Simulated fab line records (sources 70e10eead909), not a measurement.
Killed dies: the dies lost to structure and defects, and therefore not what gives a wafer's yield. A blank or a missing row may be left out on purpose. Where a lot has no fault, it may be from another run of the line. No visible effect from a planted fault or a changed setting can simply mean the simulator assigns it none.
The tool behind it: which one?	flow nandHarc	12 lots, 36 wafers sampled, at 1 step of a route of 1302

== WHAT THE GAUGES READ, wafer by wafer ==
NHARC_P_CONTACT_CD_MEAS_19.
lot	measured	on	cdNm (nm)
L075	day 6 04:16	cdSem-03	92.0 86.0 90.9
L077	day 7 07:55	cdSem-02	88.8 88.9 90.8
L079	day 7 21:32	cdSem-01	91.6 89.4 90.7
L081	day 9 06:50	cdSem-03	91.6 88.9 92.8
L083	day 9 20:22	cdSem-03	90.7 92.2 89.9
L085	day 10 16:20	cdSem-01	92.8 86.4 90.3
L086	day 11 04:12	cdSem-02	93.1 89.3 88.0
L088	day 11 21:34	cdSem-03	90.7 87.0 90.5
L091	day 12 19:54	cdSem-03	93.2 90.5 87.3
L093	day 13 17:00	cdSem-01	93.5 88.1 92.7
L095	day 14 22:00	cdSem-01	86.5 89.1 86.1
L097	day 15 08:48	cdSem-03	90.6 89.4 86.7

== EACH LOT AND THE TOOL THAT RAN IT (in order: tool; ch and the chambers of the sampled wafers; start) ==
The record holds no process step before these readings.

== THE ANSWER, worked out from the rows above alone ==
Rule: the lots themselves supply what counts as usual. The widest of any qualifying gaps counts: lots, ordered by their means at a reading, are off when they make up no more than a third of the lots, leave a main group of 4 or more, and stand apart from it by 3 or more times the standard deviation of that group's means. The tables above print the reading to a certain number of digits; a main group whose means all agree to those digits is not used. Also off: a lot with no number at a reading for which 4 or more lots have one. Where the step has rows for the other lots, those lots are counted as sound.
None of the lots is off at any reading shown; this tells nothing.

== WHAT HAD BEEN PUT IN BY THE SIMULATOR ==
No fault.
